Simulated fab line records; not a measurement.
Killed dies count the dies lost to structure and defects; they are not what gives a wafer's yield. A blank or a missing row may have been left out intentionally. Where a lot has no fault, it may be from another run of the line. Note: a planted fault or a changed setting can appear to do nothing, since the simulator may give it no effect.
fab line records ; flow nand-harc
[record] lots = 11; wafers = 33; last-day = 35
route steps=1302 shown A_CHANNEL_HOLE_D1@466 A_DECK1_JOINT@526 END@1302
lots that met no fault: taken from a fault-free run of the same line
start-h: hours from the record's opening day to when the first of the lot's shown wafers began ; wait-h: how many hours have passed since the lot's step before this one ; " unchanged from the row above ; L1.1+2: one row covering several wafers at once ; - no value present, or no start provided ; * or withheld: withheld ; < > ~ a bound
route shown NAME@n: NAME is a module with steps in the file, n the number in the route of the first one ; usual: the fault-free wafers' mean and standard deviation ; same: alike in all rows ; chamber/n: place in a boat ; sites: each site's reading ; _std_site: the values' standard deviation ; _edge_site: mean of outer sites minus mean of inner sites ; radius-mm: how far each site lies from the wafer's centre ; mask NAME#n: copy n ; behind: the tool/chamber that last shaped the wafer ; hold: cause of the lot's hold/its duration in hours/its outcome ; device: names the non-switching transistor (n, p or np) ; end of line: tests run on the same wafers once the route is complete ; step lacking rows: just its recipe ; killed: the dies lost at the first sort to structure and to defects; this is not the yield of the wafer ; map: shows each die of a wafer: x if killed, . if not, _ if none is there
set.NAME: the setting the step ran with; set.NAME@STEP: the setting that earlier step ran with ; model.NAME: the simulator's own value behind a step, which no gauge read
one table for each step of the route and one row for each wafer, over a sample of lots
services: when a tool's chamber went out of use (start-h, in hours from the record's first day, below 0 if earlier), for how many hours, and the reason
[[steps]]
[step NHARC_A_CHANNEL_HOLE_D1_ETCH_38]
[recipe] target-depth-a = 390; over-etch-frac = 0.3; time-s = 65; ion-energy-ev = 80; cf4-flow-sccm = 150; ar-flow-sccm = 0; rf-w = 300; bias-w = 100; chemistry = CF4
[usual] drypump-motor-current-A = 5.9/0.44; mfc-ar-sccm = 0.006/0.0073; oes-product-au = 1.004/0.011; rf-vpp-V = 150.8/0.98; showerhead-plenum-p-Torr = 1.74/0.043; throttle-valve-pct = 13.285/0.0087
lot.wafer;tool;chamber;start-h;wait-h;drypump-motor-current-A;mfc-ar-sccm;oes-product-au;rf-hours-counter-h;rf-vpp-V;showerhead-plenum-p-Torr;throttle-valve-pct
L763.4;rie-diel-07;1;186.94;0.1;6.0;0;1.011;5;151.6;1.72;13.300
L763.3;rie-diel-07;2;186.94;0.1;5.4;0;1.018;5;150.9;1.70;13.281
L763.6;rie-diel-07;1;186.94;0.1;5.9;0;1.018;-;150.5;1.72;13.284
L766.1;rie-diel-01;3;216.28;0.1;6.3;0;1.005;0;149.6;1.76;13.293
L766.3;rie-diel-01;0;216.28;0.1;6.7;0.003;0.979;0;149.7;1.68;13.295
L766.2;rie-diel-01;2;216.28;0.1;6.2;0;0.993;0;152.1;1.76;13.278
L769.1;rie-diel-07;1;252.60;0.1;5.9;0;1.012;11;151.0;1.72;13.299
L769.4;rie-diel-07;3;252.60;0.1;6.4;0.012;0.989;10;152.0;1.72;13.280
L769.5;rie-diel-07;2;252.60;0.1;5.3;0;1.015;-;150.9;1.69;13.286
L770.2;rie-diel-04;1;270.81;0.1;5.6;0;1.008;30;149.7;1.74;13.280
L770.1;rie-diel-04;2;270.81;0.1;5.2;0.017;0.996;31;152.7;1.81;13.291
L770.6;rie-diel-04;1;270.81;0.1;5.6;0;1.007;-;150.4;1.74;13.282
L777.1;rie-diel-01;0;320.65;0.1;6.7;0.003;0.982;32;150.1;1.67;13.274
L777.5;rie-diel-01;0;320.65;0.1;6.7;0.003;0.982;-;150.0;1.67;13.296
L777.6;rie-diel-01;1;320.65;0.1;6.1;0;0.987;-;150.3;1.76;13.276
L776.1;rie-diel-07;3;321.71;0.1;6.4;0.012;1.017;1;151.1;1.72;13.285
L776.4;rie-diel-07;0;321.71;0.1;6.0;0.015;1.005;1;151.1;1.79;13.284
L776.2;rie-diel-07;1;321.71;0.1;5.9;0;0.996;1;149.9;1.72;13.290
L775.3;rie-diel-04;1;322.41;0.1;5.6;0;0.998;48;150.1;1.73;13.285
L775.2;rie-diel-04;3;322.41;0.1;6.5;0.006;1.003;43;150.5;1.65;13.298
L775.5;rie-diel-04;1;322.41;0.1;5.6;0;1.011;-;150.0;1.73;13.278
L780.1;rie-diel-01;2;369.73;0.1;6.1;0;1.013;49;151.2;1.74;13.278
L780.3;rie-diel-01;1;369.73;0.1;6.1;0;0.988;50;150.1;1.76;13.284
L780.5;rie-diel-01;2;369.73;0.1;6.2;0;1.003;-;149.8;1.74;13.285
L784.2;rie-diel-07;3;391.92;0.1;6.4;0.012;0.999;6;149.5;1.72;13.278
L784.3;rie-diel-07;0;391.92;0.1;6.0;0.015;1.016;7;152.4;1.79;13.308
L784.5;rie-diel-07;2;391.92;0.1;5.4;0;1.005;-;149.5;1.69;13.289
L783.3;rie-diel-07;1;393.02;0.1;5.9;0;1.009;8;149.5;1.71;13.279
L783.5;rie-diel-07;2;393.02;0.1;5.4;0;1.003;-;150.3;1.69;13.284
L783.6;rie-diel-07;3;393.02;0.1;6.4;0.012;1.015;-;152.2;1.72;13.280
L785.2;rie-diel-01;1;409.88;0.1;6.1;0;1.006;4;151.7;1.76;13.283
L785.3;rie-diel-01;3;409.88;0.1;6.3;0;0.999;7;152.0;1.75;13.310
L785.4;rie-diel-01;0;409.88;0.1;6.7;0.003;0.989;6;149.1;1.67;13.280
[step NHARC_A_CHANNEL_HOLE_D1_ETCH_24]
[recipe] bias-v = 5000; source-w = withheld; pressure-mtorr = 20; time-s = 906.2; ar-flow-sccm = 375; c4f8-flow-sccm = 93.8; o2-flow-sccm = 31.2; temp-c = -20; target-depth-a = 15000; chemistry = C4F8/O2/Ar
[usual] drypump-motor-current-A = 5.4/0.51; mfc-ar-sccm = 375.2/0.91; showerhead-plenum-p-Torr = 3.61/0.12; throttle-valve-pct = 32.235/0.0082
lot.wafer;tool;chamber;start-h;wait-h;drypump-motor-current-A;mfc-ar-sccm;rf-hours-counter-h;showerhead-plenum-p-Torr;throttle-valve-pct
L763.3;har-etch-02;0;190.42;0.6;5.0;373.3;-;3.76;32.232
L763.4;har-etch-02;1;190.42;0.6;4.8;375.2;-;3.46;32.253
L763.6;har-etch-02;0;190.42;0.6;5.0;375.5;-;3.76;32.251
L766.2;har-etch-01;1;221.79;0.6;5.9;375.4;117;3.60;32.219
L766.1;har-etch-01;0;221.79;0.6;6.0;375.8;117;3.72;32.236
L766.3;har-etch-01;0;221.79;0.6;6.0;374.5;-;3.72;32.241
L769.1;har-etch-02;0;256.12;0.6;5.0;375.3;326;3.74;32.234
L769.4;har-etch-02;1;256.12;0.6;4.8;375.4;-;3.44;32.240
L769.5;har-etch-02;0;256.12;0.6;5.0;375.6;-;3.74;32.220
L770.1;har-etch-02;1;274.04;0.6;4.8;375.5;349;3.44;32.229
L770.2;har-etch-02;0;274.04;0.6;5.0;375.4;334;3.74;32.232
L770.6;har-etch-02;1;274.04;0.6;4.8;375.7;-;3.44;32.243
L777.1;har-etch-02;0;324.02;0.6;5.0;375.4;364;3.72;32.244
L777.6;har-etch-02;0;324.02;0.6;5.0;374.5;-;3.72;32.240
L777.5;har-etch-02;1;324.02;0.6;4.9;374.9;-;3.42;32.234
L776.2;har-etch-01;1;324.94;0.6;5.8;375.0;178;3.56;32.229
L776.1;har-etch-01;0;324.94;0.6;6.0;375.7;178;3.68;32.234
L776.4;har-etch-01;1;324.94;0.6;5.9;373.4;-;3.56;32.244
L775.2;har-etch-02;0;328.30;0.6;5.0;376.8;368;3.72;32.227
L775.3;har-etch-02;0;328.30;0.6;5.0;374.9;-;3.72;32.229
L775.5;har-etch-02;0;328.30;0.6;5.0;373.8;-;3.72;32.236
L780.1;har-etch-02;1;374.82;0.6;4.9;373.7;406;3.41;32.225
L780.3;har-etch-02;0;374.82;0.6;5.0;375.5;-;3.71;32.230
L780.5;har-etch-02;1;374.82;0.6;4.9;373.6;-;3.41;32.245
L784.2;har-etch-02;1;399.66;0.6;4.8;374.9;2;3.93;32.230
L784.3;har-etch-02;0;399.66;0.6;5.0;375.5;-;3.71;32.240
L784.5;har-etch-02;0;399.66;0.6;5.0;374.2;-;3.71;32.238
L783.3;har-etch-01;1;402.38;0.6;5.9;375.8;-;3.54;32.240
L783.6;har-etch-01;0;402.38;0.6;6.0;376.2;-;3.66;32.233
L783.5;har-etch-01;1;402.38;0.6;5.9;373.8;-;3.54;32.237
L785.2;har-etch-01;1;414.61;0.6;5.8;373.5;239;3.53;32.231
L785.3;har-etch-01;0;414.61;0.6;6.0;374.7;-;3.65;32.225
L785.4;har-etch-01;1;414.61;0.6;5.8;376.8;-;3.53;32.238
[step NHARC_A_CHANNEL_HOLE_D1_ETCH_33]
[recipe] bias-v = 400; source-w = 2000; pressure-mtorr = 25; time-s = 90; ar-flow-sccm = 375; c4f8-flow-sccm = 41.7; o2-flow-sccm = 83.3; temp-c = -20; target-depth-a = 4000; chemistry = C4F8/O2/Ar
[usual] drypump-motor-current-A = 5.4/0.51; mfc-ar-sccm = 375.2/1.2; showerhead-plenum-p-Torr = 3.65/0.13; throttle-valve-pct = 27.620/0.0092
lot.wafer;tool;chamber;start-h;wait-h;drypump-motor-current-A;mfc-ar-sccm;rf-hours-counter-h;showerhead-plenum-p-Torr;throttle-valve-pct
L763.3;har-etch-02;0;192.07;0.2;5.0;375.1;-;3.81;27.601
L763.4;har-etch-02;1;192.07;0.2;4.8;374.7;-;3.50;27.619
L763.6;har-etch-02;0;192.07;0.2;5.0;374.8;-;3.81;27.612
L766.2;har-etch-01;1;223.63;0.2;5.9;374.8;119;3.64;27.615
L766.1;har-etch-01;0;223.63;0.2;6.0;375.8;119;3.76;27.623
L766.3;har-etch-01;0;223.63;0.2;6.0;374.5;-;3.76;27.614
L769.1;har-etch-02;0;257.87;0.2;5.0;376.2;328;3.79;27.628
L769.4;har-etch-02;1;257.87;0.2;4.9;375.9;-;3.48;27.637
L769.5;har-etch-02;0;257.87;0.2;5.0;374.6;-;3.79;27.614
L770.1;har-etch-02;1;275.88;0.2;4.8;376.2;351;3.47;27.622
L770.2;har-etch-02;0;275.88;0.2;5.0;372.7;336;3.79;27.623
L770.6;har-etch-02;1;275.88;0.2;4.8;376.4;-;3.47;27.621
L777.1;har-etch-02;0;325.87;0.2;5.0;373.7;366;3.77;27.618
L777.6;har-etch-02;0;325.87;0.2;5.0;376.1;-;3.77;27.610
L777.5;har-etch-02;1;325.87;0.2;4.9;374.3;-;3.46;27.622
L776.2;har-etch-01;1;326.80;0.2;5.8;373.0;180;3.60;27.624
L776.1;har-etch-01;0;326.80;0.2;6.0;377.6;180;3.73;27.623
L776.4;har-etch-01;1;326.80;0.2;5.8;375.7;-;3.60;27.628
L775.2;har-etch-02;0;330.06;0.2;5.0;376.8;370;3.77;27.621
L775.3;har-etch-02;0;330.06;0.2;5.0;375.6;-;3.77;27.608
L775.5;har-etch-02;0;330.06;0.2;5.0;373.9;-;3.77;27.618
L780.1;har-etch-02;1;376.57;0.2;4.9;376.5;408;3.44;27.626
L780.3;har-etch-02;0;376.57;0.2;5.0;375.5;-;3.75;27.608
L780.5;har-etch-02;1;376.57;0.2;4.8;375.6;-;3.44;27.608
L784.2;har-etch-02;1;401.51;0.2;4.9;375.0;4;3.98;27.609
L784.3;har-etch-02;0;401.51;0.2;5.0;375.9;-;3.75;27.626
L784.5;har-etch-02;0;401.51;0.2;5.0;376.2;-;3.75;27.605
L783.3;har-etch-01;1;403.93;0.2;5.8;374.1;-;3.58;27.615
L783.6;har-etch-01;0;403.93;0.2;6.0;376.5;-;3.70;27.619
L783.5;har-etch-01;1;403.93;0.2;5.8;376.0;-;3.58;27.620
L785.2;har-etch-01;1;416.37;0.2;5.9;375.0;241;3.57;27.638
L785.3;har-etch-01;0;416.37;0.2;6.0;374.6;-;3.69;27.632
L785.4;har-etch-01;1;416.37;0.2;5.8;375.3;-;3.57;27.624
[step NHARC_A_DECK1_JOINT_CVD_12]
[recipe] target-thk-a = 900; temp-c = 620; pressure-mtorr = 200; time-s = 1800; material = poly-Si
[usual] pressure-mtorr = 200.0/0.4; run-length-s = 1801.8/0.28; spike-tc-lower-C = 620.3/1; tube-center-temp-C = 620/0.055; zone-power-centre-pct = 9.1/0.6; zone-power-top-pct = 17.9/0.84
lot.wafer;tool;chamber;start-h;wait-h;pressure-mtorr;run-length-s;spike-tc-lower-C;tube-center-temp-C;zone-power-centre-pct;zone-power-top-pct
L763.3;lpcvd-poly-01;0;251.04;3.4;200.2;1802.1;621.3;620.03;9.2;18.6
L763.4;lpcvd-poly-01;0;251.04;3.4;200.2;1802.1;621.1;620;9.2;18.4
L763.6;lpcvd-poly-01;0;251.04;3.4;200.0;1802.1;620.4;619.94;9.0;18.4
L766.1;lpcvd-poly-01;0;282.49;2.5;200.3;1801.6;619.8;620.06;9.1;18.3
L766.2;lpcvd-poly-01;0;282.49;2.5;200.3;1801.6;619.9;620.04;9.1;18.7
L766.3;lpcvd-poly-01;0;282.49;2.5;200.1;1801.6;619.9;619.99;9.1;18.6
L769.1;lpcvd-poly-03;0;319.74;2.6;200.0;1801.9;621.7;619.98;7.6;18.2
L769.4;lpcvd-poly-03;0;319.74;2.6;200.2;1801.9;622.1;620;7.5;18.6
L769.5;lpcvd-poly-03;0;319.74;2.6;200.0;1801.9;622.1;620.12;7.6;18.4
L770.1;lpcvd-poly-04;0;334.31;2.4;200.1;1801.4;619.9;620.07;9.4;16.8
L770.2;lpcvd-poly-04;0;334.31;2.4;199.3;1801.4;620.0;620.01;9.3;16.8
L770.6;lpcvd-poly-04;0;334.31;2.4;200.2;1801.4;620.9;620.08;9.5;17.1
L775.2;lpcvd-poly-04;-;388.75;2.4;-;-;-;-;-;-
L775.3;lpcvd-poly-04;-;388.75;2.4;-;-;-;-;-;-
L775.5;lpcvd-poly-04;-;388.75;2.4;-;-;-;-;-;-
L776.1;lpcvd-poly-04;-;388.75;2.4;-;-;-;-;-;-
L776.2;lpcvd-poly-04;-;388.75;2.4;-;-;-;-;-;-
L776.4;lpcvd-poly-04;-;388.75;2.4;-;-;-;-;-;-
L777.1;lpcvd-poly-04;-;388.75;2.4;-;-;-;-;-;-
L777.5;lpcvd-poly-04;-;388.75;2.4;-;-;-;-;-;-
L777.6;lpcvd-poly-04;-;388.75;2.4;-;-;-;-;-;-
L780.1;lpcvd-poly-03;0;434.72;2.6;199.9;1801.8;622.0;620.01;7.5;18.2
L780.3;lpcvd-poly-03;0;434.72;2.6;199.8;1801.8;622.1;619.89;7.5;18.4
L780.5;lpcvd-poly-03;0;434.72;2.6;199.7;1801.8;620.8;620.09;7.4;18.3
L783.3;lpcvd-poly-04;0;460.51;2.5;201.1;1802.0;620.4;619.97;9.5;16.8
L783.5;lpcvd-poly-04;0;460.51;2.5;200.5;1802.0;619.9;619.99;9.5;16.8
L783.6;lpcvd-poly-04;0;460.51;2.5;200.3;1802.0;620.6;620.03;9.5;16.8
L784.2;lpcvd-poly-04;0;460.51;2.4;200.3;1801.5;619.7;620;9.3;16.9
L784.3;lpcvd-poly-04;0;460.51;2.4;200.0;1801.5;620.0;619.99;9.3;16.7
L784.5;lpcvd-poly-04;0;460.51;2.4;199.8;1801.5;620.9;620.01;9.5;16.5
L785.2;lpcvd-poly-01;0;475.05;2.5;200.3;1801.8;619.5;620.08;9.2;18.7
L785.3;lpcvd-poly-01;0;475.05;2.5;200.4;1801.8;619.3;620.02;9.1;18.6
L785.4;lpcvd-poly-01;0;475.05;2.5;200.3;1801.8;620.3;619.96;9.2;18.2
[step NHARC_END_SORT_01]
[recipe] temp-c = 25
[usual] killed-at-array = 62/22; killed-at-other = 1.0/1.4; killed-at-periphery = 4.2/2.8; killed-dies = 67/23; killed-open = 3.1/1.7; killed-short = 2.1/1.5
[same] gross-dies = 677
lot.wafer;tool;chamber;start-h;wait-h;killed-at-array;killed-at-other;killed-at-periphery;killed-dies;killed-open;killed-short
L776.1;prober-01;0;706.43;2.5;676;0;1;677;0;1
L776.2;prober-01;0;707.23;2.8;673;0;4;677;4;2
L776.4;prober-01;0;708.83;3.4;674;0;3;677;1;3
L775.2;prober-02;0;707.24;2.8;672;0;5;677;4;1
L775.3;prober-02;0;708.04;3.1;673;0;4;677;1;0
L775.5;prober-02;0;709.65;3.7;669;0;8;677;2;7
L777.1;prober-01;0;714.24;2.5;676;1;0;677;0;3
L777.5;prober-01;0;717.43;3.7;674;0;3;677;3;2
L777.6;prober-01;0;718.22;4.0;675;1;1;677;4;2
// killed by level:class
L776.1 A_DECK1_JOINT:area-cvd=615 A_CHANNEL_HOLE_D2:chamber-film-flake=37 A_CHANNEL_HOLE_D1:chamber-film-flake=14 A_SLIT:chamber-film-flake=3 A_STAIRCASE:chamber-film-flake=2 A_CONTACT:chamber-film-flake=2 A_WL_FILL:geometric-particle:short=1 P_GATE:chamber-film-flake=1
L776.2 A_DECK1_JOINT:area-cvd=620 A_CHANNEL_HOLE_D2:chamber-film-flake=27 A_CHANNEL_HOLE_D1:chamber-film-flake=12 A_CONTACT:chamber-film-flake=5 A_SLIT:chamber-film-flake=4 P_CONTACT:geometric-particle:open=2 P_STI:geometric-particle:open=1 A_ONON_D2:geometric-particle:short=1
L775.2 A_DECK1_JOINT:area-cvd=595 A_CHANNEL_HOLE_D1:chamber-film-flake=31 A_CHANNEL_HOLE_D2:chamber-film-flake=30 A_CHANNEL_FILL_D1:chamber-film-flake=3 A_SGD_CUT:chamber-film-flake=3 A_SLIT:chamber-film-flake=3 P_GATE:chamber-film-flake=2 A_CONTACT:chamber-film-flake=2
L775.3 A_DECK1_JOINT:area-cvd=608 A_CHANNEL_HOLE_D2:chamber-film-flake=26 A_CHANNEL_HOLE_D1:chamber-film-flake=24 A_SLIT:chamber-film-flake=5 A_SGD_CUT:chamber-film-flake=3 P_STI:chamber-film-flake=2 A_STAIRCASE:chamber-film-flake=2 A_WL_FILL:chamber-film-flake=2
L776.4 A_DECK1_JOINT:area-cvd=625 A_CHANNEL_HOLE_D2:chamber-film-flake=29 A_CHANNEL_HOLE_D1:chamber-film-flake=11 A_CONTACT:chamber-film-flake=4 P_CONTACT:geometric-particle:short=2 A_WL_FILL:chamber-film-flake=2 A_ONON_D1:geometric-particle:short=1 A_WL_FILL:geometric-particle:open=1
L775.5 A_DECK1_JOINT:area-cvd=604 A_CHANNEL_HOLE_D1:chamber-film-flake=27 A_CHANNEL_HOLE_D2:chamber-film-flake=22 A_SGD_CUT:chamber-film-flake=4 P_GATE:chamber-film-flake=3 A_CHANNEL_FILL_D1:geometric-particle:short=2 A_WL_FILL:geometric-particle:short=2 P_STI:chamber-film-flake=2
L777.1 A_DECK1_JOINT:area-cvd=598 A_SLIT:chamber-film-flake=39 A_CHANNEL_HOLE_D1:chamber-film-flake=28 A_STAIRCASE:chamber-film-flake=4 A_CONTACT:chamber-film-flake=4 A_ONON_D1:geometric-particle:short=1 A_CHANNEL_FILL_D1:geometric-particle:short=1 A_ONON_D2:geometric-particle:short=1
L777.5 A_DECK1_JOINT:area-cvd=595 A_SLIT:chamber-film-flake=35 A_CHANNEL_HOLE_D1:chamber-film-flake=31 A_CONTACT:chamber-film-flake=6 A_ONON_D1:geometric-particle:open=2 P_BONDPAD:chamber-film-flake=2 A_SGD_CUT:chamber-film-flake=2 P_CONTACT:geometric-particle:open=1
L777.6 A_DECK1_JOINT:area-cvd=593 A_SLIT:chamber-film-flake=34 A_CHANNEL_HOLE_D1:chamber-film-flake=32 A_STAIRCASE:chamber-film-flake=4 A_CONTACT:chamber-film-flake=4 A_ONON_D2:geometric-particle:open=2 A_WL_FILL:chamber-film-flake=2 A_CHANNEL_FILL_D2:geometric-particle:short=1
[[services]]
tool;chamber;start-h;hours;kind
rie-diel-04;3;177.06;9.2;repair
rie-diel-04;-;179.38;9.0;pm
har-etch-01;-;184.79;1.1;repair
rie-diel-07;3;191.34;11.0;repair
har-etch-02;0;196.38;-;consumable-replace:focus-ring
har-etch-02;0;196.38;17.0;scheduled-down
har-etch-02;0;196.38;17.0;vent-cycle
rie-diel-01;-;205.01;9.0;pm
rie-diel-07;1;246.76;2.4;repair
rie-diel-07;-;294.41;9.0;pm
lpcvd-poly-04;-;336.89;17.6;repair
rie-diel-07;3;350.42;9.2;repair
rie-diel-04;-;356.38;9.0;pm
rie-diel-07;2;369.73;4.6;repair
har-etch-02;-;380.54;17.0;pm
har-etch-02;0;380.54;17.0;vent-cycle
har-etch-02;1;380.54;17.0;vent-cycle
rie-diel-01;-;382.01;9.0;pm
lpcvd-poly-03;-;386.58;26.0;pm
har-etch-02;0;397.54;-;clean
rie-diel-07;-;410.13;0.6;repair
rie-diel-01;2;418.37;5.0;repair
rie-diel-01;3;432.83;5.4;repair
rie-diel-07;-;471.41;9.0;pm
[[key]]
[first-sign] step = NHARC_A_DECK1_JOINT_CVD_12; reading = tool-record; direction = missing
[effect] step = NHARC_END_SORT_01; reading = killed-at-array; direction = up; sigmas = 27; usual = 62; struck = 674
[more-kills-born-at] NHARC_A_DECK1_JOINT_CVD_12@lpcvd-poly-04 = 5453
met-at NHARC_A_DECK1_JOINT_CVD_12
struck-lots L775,L776,L777
later-rows-left-out L775.2,L775.3,L775.5,L776.1,L776.2,L776.4,L777.1,L777.5,L777.6
tester-left-out L775,L776,L777
not-acting-at NHARC_A_CHANNEL_HOLE_D1_ETCH_38,NHARC_A_CHANNEL_HOLE_D1_ETCH_24,NHARC_A_CHANNEL_HOLE_D1_ETCH_33
onset-between 334.31 388.75
[fault] kind = skipped-step-whole; tool = lpcvd-poly-04; chamber = -; onset-h = 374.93; steps = NHARC_A_DECK1_JOINT_CVD_12; scope = struck-lots-only
// tester-left-out: of these lots the tester's yield and bins aren't shown, on N5 and GAA mostly nor the transistor test; their killed dies are dies lost to structure and defects alone, not to doping, threshold or leakage, so they don't give the yield
// later-rows-left-out: the simulator's readings of these wafers behind a module that went badly wrong aren't trusted and aren't shown, but for the sort
